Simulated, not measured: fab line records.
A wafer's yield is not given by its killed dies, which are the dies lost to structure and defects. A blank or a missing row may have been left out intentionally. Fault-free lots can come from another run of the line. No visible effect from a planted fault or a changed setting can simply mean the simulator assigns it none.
Split-lot trial -- flow n5-finfet -- 7 lots, 21 wafers read, on a route of 1938 steps

== ON THE SPLIT ==
At N5_BEOL_M9_ETCH_66 (etches SOC in N2/H2, target depth 80 nm, overetch 16 nm, time 120 s), the setting time-s was moved away from the recipe's 120 s on 5 of the 21 wafers read, by -13.4% to +21.0%. For the rest of the wafers, this setting stayed at what the recipe calls for.

The reading is taken at the split's own step.

== THE READING ==
SiARC_of_BEOL_M9_COAT_64.thk-nm (the simulator's own value, which no gauge read), in nm, at N5_BEOL_M9_ETCH_66 (etches SOC in N2/H2, target depth 80 nm, overetch 16 nm, time 120 s). There is no usual value for it anywhere in the file. Average 6.4 nm, standard deviation 0.071 nm, over the 16 wafers here run with the recipe.

wafer,"tool, chamber at the split","time-s as run, s",against the recipe,"SiARC_of_BEOL_M9_COAT_64.thk-nm, nm",against lot-mates on the recipe
L076.1,"rie-diel-02, 2",104.5,-12.9%,7,+0.6
L076.5,"rie-diel-02, 0",104.5,-12.9%,7.2,+0.8
L076.6,"rie-diel-02, 1",120,recipe,6.4,-
L080.1,"rie-diel-02, 0,3,3",120,recipe,6.4,-
L080.2,"rie-diel-02, 0,3,3",120,recipe,6.4,-
L080.6,"rie-diel-02, 0,3,3",120,recipe,6.4,-
L086.3,"rie-diel-04, 1",145.2,+21.0%,5.2,-1.2
L086.4,"rie-diel-04, 3,1",120,recipe,6.4,-
L086.5,"rie-diel-04, 3,1",120,recipe,6.4,-
L093.1,"rie-diel-04, 0,1,3",120,recipe,6.4,-
L093.4,"rie-diel-04, 0,1,3",120,recipe,6.4,-
L093.5,"rie-diel-04, 0,1,3",120,recipe,6.4,-
L091.1,"rie-diel-02, 3,2",120,recipe,6.4,-
L091.5,"rie-diel-02, 3,2",120,recipe,6.4,-
L091.3,"rie-diel-02, 1",120,recipe,6.6,-
L097.2,"rie-diel-02, 2",120,recipe,6.2,-
L097.5,"rie-diel-02, 2",141.2,+17.7%,5.4,-0.9
L097.6,"rie-diel-02, 3",120,recipe,6.4,-
L096.1,"rie-diel-04, 3,1",120,recipe,6.4,-
L096.5,"rie-diel-04, 3,1",120,recipe,6.4,-
L096.6,"rie-diel-04, 0",103.9,-13.4%,7.2,+0.8
When a row names more than one chamber, that row covers several wafers, and the file does not tell which wafer ran in which chamber.

FIT RESULTS
A straight line over all 21 wafers: SiARC_of_BEOL_M9_COAT_64.thk-nm changes by -0.0566 nm for each +1% of time-s; r = -0.99; the points scatter about the line by 0.074 nm.
The same after taking each lot's own level away (the mean of its wafers on the recipe; 21 wafers): -0.0552 nm for each +1%; r = -0.99; scatter 0.064 nm.
According to that fit, moving time-s by its largest amount changes the reading by 1.2 nm.
The lots' own levels span 6.30 to 6.47 nm, that is 2.4 times the standard deviation above.
The two slopes agree, so the slope changes little with the lot-to-lot level.
Check: -1.13 nm against its lot-mates is what the line predicts for one of the wafers moved furthest among these (+21.0%) when that wafer is left out of the fit. It came out at -1.2 nm against them.

== THE OTHER SPLITS THESE WAFERS WENT THROUGH ==
Note: prior to the reading, these wafers also went through further splits. Each is held against what the fit with the lots' levels taken away leaves over:
other split on the same wafers,wafers away from the commonest value,r with SiARC_of_BEOL_M9_COAT_64.thk-nm (lot level and that fit taken away)
N5_BEOL_M6_EXPOSE_08 dose-mj,7,-0.26
N5_BEOL_M6_ETCH_61 bias-w,4,-0.03
N5_BEOL_M7_EXPOSE_25 dose-mj,5,-0.23
N5_BEOL_M8_TRENCH_ETCH_37 bias-w,4,+0.25
N5_BEOL_M9_COAT_22 spin-rpm,5,+0.35

== THE FILE'S OWN FIT ==
SiARC_of_BEOL_M9_COAT_64.thk-nm changes by -0.0553 nm for each +1% of time-s, r = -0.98.
